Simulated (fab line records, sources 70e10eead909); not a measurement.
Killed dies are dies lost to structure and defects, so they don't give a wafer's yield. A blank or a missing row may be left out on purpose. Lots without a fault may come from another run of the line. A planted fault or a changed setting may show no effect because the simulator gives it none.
Which tool did it? | flow nand_harc | 7 lots, 21 wafers sampled, at 1 step of a route of 1159

WHAT THE GAUGES READ, wafer by wafer
NHARC_P_CONTACT_INSPECT_27.
lot  | measured     | on                | raw_defect_count
L875 | day 6 13:06  | defect_inspect-01 | 177 189 283
L878 | day 7 03:09  | defect_inspect-02 | 290 460 505
L883 | day 7 22:11  | defect_inspect-01 | 172 136 156
L884 | day 8 01:35  | defect_inspect-02 | 206 195 355
L886 | day 9 01:40  | defect_inspect-01 | 621 272 438
L895 | day 10 23:29 | defect_inspect-01 | 278 345 247
L894 | day 11 02:23 | defect_inspect-02 | 219 198 225

WHICH TOOL RAN EACH LOT (tool, then ch and the chambers of the sampled wafers, then the start)
The record holds no process step before these readings.

THE ANSWER, worked out from the rows above alone
Rule: what is usual is taken from the lots themselves. Put in order of their means at a reading, lots are off if they are a third of the lots or fewer, leave a main group of 4 or more, and stand apart from it by a gap of 3 or more times the standard deviation of the main group's means; of several such gaps the widest counts. A main group whose means are all the same, to the digits that the tables above print for the reading, isn't used. A lot without any number at a reading at which 4 lots or more have one is off too. The other lots that the step has rows for count as sound.
No lot is off at any reading shown: from this, nothing can be told.

WHAT THE SIMULATOR HAD PUT IN
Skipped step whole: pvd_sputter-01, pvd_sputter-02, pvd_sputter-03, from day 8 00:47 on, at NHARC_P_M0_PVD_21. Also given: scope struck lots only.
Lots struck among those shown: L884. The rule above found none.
